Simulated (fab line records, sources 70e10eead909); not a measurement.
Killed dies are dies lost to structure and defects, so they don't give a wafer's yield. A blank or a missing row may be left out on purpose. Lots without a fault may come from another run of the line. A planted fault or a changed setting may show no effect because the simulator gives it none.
fab line records | flow nand_harc
record lots=5 wafers=15 last_day=25
route steps=1159 shown A_M1@1039 A_BONDPAD@1059 END@1159
lots that met no fault: from a run of the same line without faults
start_h: hours from the record's first day to the start of the lot's first wafer shown | wait_h: hours since the lot's step before | " the same as in the row above | L1.1+2: a row that stands for several wafers | - no value, or no start given | * or withheld: withheld | < > ~ a bound
route shown NAME@n: a module of which the file shows steps, and the number in the route of the first | usual: mean/standard deviation of fault-free wafers | same: alike in all rows | chamber/n: place in a boat | sites: the reading at each site | _std_site: their standard deviation | _edge_site: outer sites' mean less inner sites' | radius_mm: how far each site lies from the wafer's centre | mask NAME#n: copy n | behind: the tool/chamber that last shaped the wafer | hold: why the lot was held/for how many hours/how that ended | device: the transistor (n, p or np) that didn't switch | end of line: the same wafers' tests at the end of the route | a step without rows: its recipe alone | killed: dies lost to structure and defects at the first sort, not the wafer's yield | map: a wafer's dies, x killed, . not, _ none there
set.NAME: the setting as run; set.NAME@STEP: as run at that earlier step | model.NAME: the simulator's own value behind a step, which no gauge read
lots at some steps of the route; a table a step, a row a wafer
services: from which hour (start_h, from the record's first day; less than 0 if before it) a tool's chamber was out of use, for how many hours, and why
## steps
# step NHARC_A_M1_DESCUM_14
# recipe time_s=3 o2_flow_sccm=200 ar_flow_sccm=0 bias_power_w=0 chemistry=O2
# step NHARC_A_M1_ETCH_35
# recipe target_depth_a=400 overetch_a=120 time_s=43.94 ion_energy_ev=200 n2_flow_sccm=150 h2_flow_sccm=150 ar_flow_sccm=0 rf_w=400 bias_w=150 chemistry=N2/H2
# step NHARC_A_M1_ETCH_15
# recipe target_depth_a=1825 time_s=91.2 c4f8_flow_sccm=withheld ar_flow_sccm=400 rf_w=600 bias_w=300 chemistry=C4F8/Ar
# step NHARC_A_M1_STRIP_18
# recipe power_w=1000 n2_flow_sccm=150 h2_flow_sccm=150 ar_flow_sccm=0 bias_w=0 chemistry=N2/H2
# step NHARC_A_M1_ETCH_28
# recipe target_depth_a=300 over_etch_frac=0.3 time_s=72.99 ion_energy_ev=150 cf4_flow_sccm=50 n2_flow_sccm=100 ar_flow_sccm=150 rf_w=300 bias_w=100 chemistry=CF4/N2
# step NHARC_A_M1_STRIP_19
# recipe time_s=600 temp_c=30 chemistry=post_etch_residue_remover
# step NHARC_A_M1_DEGAS_29
# recipe temp_c=250 time_s=60
# step NHARC_A_M1_PRE_CLEAN_30
# recipe time_s=30 temp_c=280 gas=H2/He
# step NHARC_A_M1_PVD_20
# recipe target_thk_a=50 bias_v=168.6 power_w=15000 chamber_pressure_pa=0.12 time_s=8.06 substrate_temp_c=50 material=TaN
# usual throttle_valve_pct=30.4/0.85
# columns lot.wafer tool chamber start_h wait_h throttle_valve_pct
L878.2 pvd_sputter-03 - 445.60 - 29.9
L878.6 " - " " 30.2
L878.5 " - " " 30.1
L883.3 pvd_sputter-03 - 502.59 - 30.8
L883.5 " - " " 30.3
L883.6 " - " " 30.4
L886.1 pvd_sputter-03 - 512.99 - 30.5
L886.6 " - " " 30.8
L886.5 " - " " 29.5
L885.3 pvd_sputter-03 - 514.19 - 31.0
L885.1 " - " " 30.5
L885.4 " - " " 30.7
L892.4 pvd_sputter-01 - 543.42 - 30.9
L892.3 " - " " 29.2
L892.6 " - " " 33.0
# step NHARC_A_M1_PVD_21
# recipe target_thk_a=300 chamber_pressure_pa=5 power_w=5000 substrate_temp_c=30 time_s=20.49 material=Cu
# step NHARC_A_M1_ECD_22
# recipe target_thk_a=4000 bath_temp_c=25 material=Cu
# step NHARC_A_M1_ANNEAL_31
# recipe temp_c=225 time_s=90
# step NHARC_A_M1_CMP_23
# recipe t_overpolish_s=20 target_thk_nm=154.34
# step NHARC_A_M1_SRD_25
# step NHARC_A_M1_PRE_CLEAN_32
# recipe time_s=12 temp_c=370 rf_power_w=300 gas=NH3
# step NHARC_A_M1_DEP_33
# recipe target_thk_a=300 temp_c=370 target_thk_nm=30 pressure_torr=3 flow_sccm=200 rf_w=450 material=SiCN
# step NHARC_A_BONDPAD_DEP_00
# recipe target_thk_a=2500 temp_c=370 target_thk_nm=250 pressure_torr=3 flow_sccm=200 rf_w=450 material=SiCN
# step NHARC_A_BONDPAD_CMP_29
# recipe target_thk_nm=200 material=SiCN
# step NHARC_A_BONDPAD_SRD_31
# step NHARC_A_BONDPAD_DEHYDRATE_01
# recipe temp_c=150 time_s=120
# step NHARC_A_BONDPAD_HMDS_02
# recipe time_s=30
# step NHARC_A_BONDPAD_COAT_33
# recipe temp_c=200 time_s=65
# step NHARC_A_BONDPAD_COAT_03
# recipe spin_rpm=2000 resist_thk_nm=600
# step NHARC_A_BONDPAD_SOFTBAKE_04
# recipe temp_c=125 time_s=70
# step NHARC_A_BONDPAD_EBR_05
# step NHARC_A_BONDPAD_EXPOSE_06
# recipe na=0.55 dose_mj=36.99 mask_id=A_BPAD
# step NHARC_A_BONDPAD_PEB_07
# recipe peb_temp_c=128 peb_time_s=80
# step NHARC_A_BONDPAD_DEVELOP_08
# recipe time_s=50 dev_temp_c=22
# step NHARC_A_BONDPAD_HARDBAKE_10
# recipe temp_c=118 time_s=65
# step NHARC_A_BONDPAD_DESCUM_11
# recipe time_s=3 o2_flow_sccm=200 ar_flow_sccm=0 bias_power_w=0 chemistry=O2
# step NHARC_A_BONDPAD_ETCH_34
# recipe target_depth_a=600 overetch_a=180 time_s=65.91 ion_energy_ev=200 n2_flow_sccm=150 h2_flow_sccm=150 ar_flow_sccm=0 rf_w=400 bias_w=150 chemistry=N2/H2
# step NHARC_A_BONDPAD_ETCH_12
# recipe target_depth_a=2200 time_s=110 chf3_flow_sccm=50 o2_flow_sccm=10 ar_flow_sccm=200 rf_w=500 bias_w=200 chemistry=CHF3/O2
# step NHARC_END_SORT_01
# recipe temp_c=25
# usual defect_limited_yield=95.7/1.4 killed_at_array=25/9.2 killed_at_other=0.9/1.3 killed_at_periphery=3.3/2.3 killed_dies=29/9.6 killed_open=3.2/1.8 killed_short=2/1.4 sort_bin_2_pct=1.3/0.65 sort_bin_3_pct=0.25/0.21 sort_bin_4_pct=2.8/0.9 sort_n_pass=648/9.6 sort_rim_yield_pct=94/3 sort_yield_pct=95.7/1.4
# same gross_dies=677 sort_bin_5_pct[%]=0 sort_bin_6_pct[%]=0 sort_bin_7_pct[%]=0 sort_bin_8_pct[%]=0 sort_rim_n_gross=106.00
# columns lot.wafer tool chamber start_h wait_h defect_limited_yield[%] killed_at_array killed_at_other killed_at_periphery killed_dies killed_open killed_short sort_bin_2_pct[%] sort_bin_3_pct[%] sort_bin_4_pct[%] sort_n_pass sort_rim_yield_pct[%] sort_yield_pct[%]
L878.2 prober-02 0 478.93 2.8 94.4 32 4 2 38 6 1 1.9 0.15 3.5 639 94 94.4
L878.5 prober-02 0 481.31 3.7 94.4 33 1 4 38 3 1 1.8 0.30 3.5 639 92 94.4
L878.6 prober-02 0 482.11 4.0 93.2 39 4 3 46 3 0 2.4 0.74 3.7 631 95 93.2
L883.5 prober-02 0 545.16 3.6 89.2 67 4 2 73 3 3 4.1 3.10 3.5 604 84 89.2
L885.1 prober-01 0 551.66 2.5 86.3 87 0 6 93 2 5 5.5 2.81 5.5 584 81 86.3
L885.3 prober-01 0 553.28 3.1 92.2 46 0 7 53 5 2 3.2 0.15 4.4 624 92 92.2
L885.4 prober-01 0 554.09 3.4 95.1 30 0 3 33 0 0 2.1 0.74 2.1 644 90 95.1
L886.1 prober-02 0 559.43 2.5 90.0 61 2 5 68 6 0 4.9 1.77 3.4 609 82 90.0
# killed by level:class
L878.2 A_CHANNEL_HOLE_D1:chamber_film_flake=7 A_SLIT:chamber_film_flake=5 A_CONTACT:chamber_film_flake=4 A_STAIRCASE:chamber_film_flake=4 THIN_TSV:chamber_film_flake=4 A_M0:geometric_particle:open=3 A_CHANNEL_FILL_D1:chamber_film_flake=2 A_M0:chamber_film_flake=2
L878.5 A_CHANNEL_HOLE_D1:chamber_film_flake=11 A_SLIT:chamber_film_flake=6 A_M0:chamber_film_flake=5 P_ZERO_WELL:chamber_film_flake=4 A_CONTACT:chamber_film_flake=3 A_WL_FILL:chamber_film_flake=2 A_ONON_D1:geometric_particle:open=1 A_CHANNEL_FILL_D1:geometric_particle:open=1
L878.6 A_CHANNEL_HOLE_D1:chamber_film_flake=21 A_SLIT:chamber_film_flake=8 THIN_TSV:chamber_film_flake=4 A_SGD_CUT:chamber_film_flake=3 P_CONTACT:geometric_particle:open=2 A_WL_FILL:chamber_film_flake=2 A_CONTACT:chamber_film_flake=2 A_CHANNEL_FILL_D1:geometric_particle:open=1
L883.5 A_M1:unspecified=52 A_STAIRCASE:chamber_film_flake=4 THIN_TSV:chamber_film_flake=4 A_SLIT:chamber_film_flake=3 A_CHANNEL_HOLE_D1:chamber_film_flake=2 A_CONTACT:chamber_film_flake=2 P_CONTACT:geometric_particle:open=1 P_CONTACT:geometric_particle:short=1
L885.1 A_M1:unspecified=53 A_CHANNEL_HOLE_D1:chamber_film_flake=16 A_SLIT:chamber_film_flake=10 A_CONTACT:chamber_film_flake=3 A_WL_FILL:geometric_particle:short=2 P_ZERO_WELL:chamber_film_flake=2 P_CONTACT:chamber_film_flake=2 P_M2:geometric_particle:open=1
L885.3 A_CHANNEL_HOLE_D1:chamber_film_flake=23 A_SLIT:chamber_film_flake=15 A_CONTACT:chamber_film_flake=4 P_CONTACT:geometric_particle:open=2 P_CONTACT:chamber_film_flake=2 P_M0:geometric_particle:open=1 A_ONON_D1:geometric_particle:short=1 A_CHANNEL_FILL_D1:geometric_particle:open=1
L885.4 A_CHANNEL_HOLE_D1:chamber_film_flake=13 A_SLIT:chamber_film_flake=13 A_CONTACT:chamber_film_flake=4 P_M1:chamber_film_flake=2 P_ZERO_WELL:chamber_film_flake=1
L886.1 A_M1:unspecified=49 P_ZERO_WELL:chamber_film_flake=4 A_STAIRCASE:chamber_film_flake=3 A_CONTACT:chamber_film_flake=3 A_ONON_D1:geometric_particle:open=2 A_CHANNEL_HOLE_D1:chamber_film_flake=2 P_M2:geometric_particle:open=1 A_SGD_CUT:geometric_particle:open=1
# map L883.5 (x killed, . not)
____________.____________
_________......._________
_______..........._______
______....x........______
_____x.............._____
____xxx..............____
____xxx..............____
___xxx................___
___xxxx...............___
__xxxxxx...............__
__xxxxx.x..............__
_xxxxxx..............x.._
_xxxxxx................._
_xxxxx....x....x........_
_xxxxxx.............x..._
_xx..x.................._
..x...............x......
.x.......................
.........................
............x............
..............x..........
_......................._
_......................._
_...............x...x..._
_x......................_
_.......x.....x........._
__.....................__
__........x............__
___....x..............___
___...................___
____..x..............____
____.................____
_____......x........_____
______.x...........______
_______........x.._______
_________......._________
____________.____________
# map L885.1 (x killed, . not)
____________.____________
_________......x_________
_______..........._______
______.............______
_____xx............._____
____xx...............____
____xxx.x............____
___xxxxx..............___
___xxxxx..............___
__xxxxx....x...........__
__xxxxx..x.............__
_xxxxxx................._
_xxxxxx........x........_
_xxxx..................._
_xxxx..................._
_xxx...................._
.x.x.x...................
...x.....................
.........................
..............x....x..x..
.....................x...
_...x............x......_
_....................x.._
_.............x........._
_......................._
_......................._
__.....................__
__............x...x....__
___...............x...___
___...................___
____.........xxxx....____
____...........x.x...____
_____....x..xx.xx..._____
______.....xxxxx...______
_______.....xxx.x._______
_________..x.x.._________
____________x____________
## services
# columns tool chamber start_h hours kind
pvd_sputter-03 - 458.00 10.0 pm
pvd_sputter-01 - 515.20 10.0 pm
## key
first_sign step=NHARC_END_SORT_01 reading=defect_limited_yield direction=down sigmas=5 usual=95.7 struck=88.5
effect step=NHARC_END_SORT_01 reading=killed_dies direction=up sigmas=5 usual=29 struck=78
more_kills_born_at NHARC_A_M1_PVD_20@pvd_sputter-03=154
met_at NHARC_A_M1_PVD_20
struck_wafers L883.5,L885.1,L886.1
onset_between 445.60 502.59
fault kind=chamber_particle_source tool=pvd_sputter-03 chamber=- onset_h=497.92 steps=NHARC_A_M1_PVD_20 rate_per_visit_cm2=1.0015 scope=struck_wafers_only
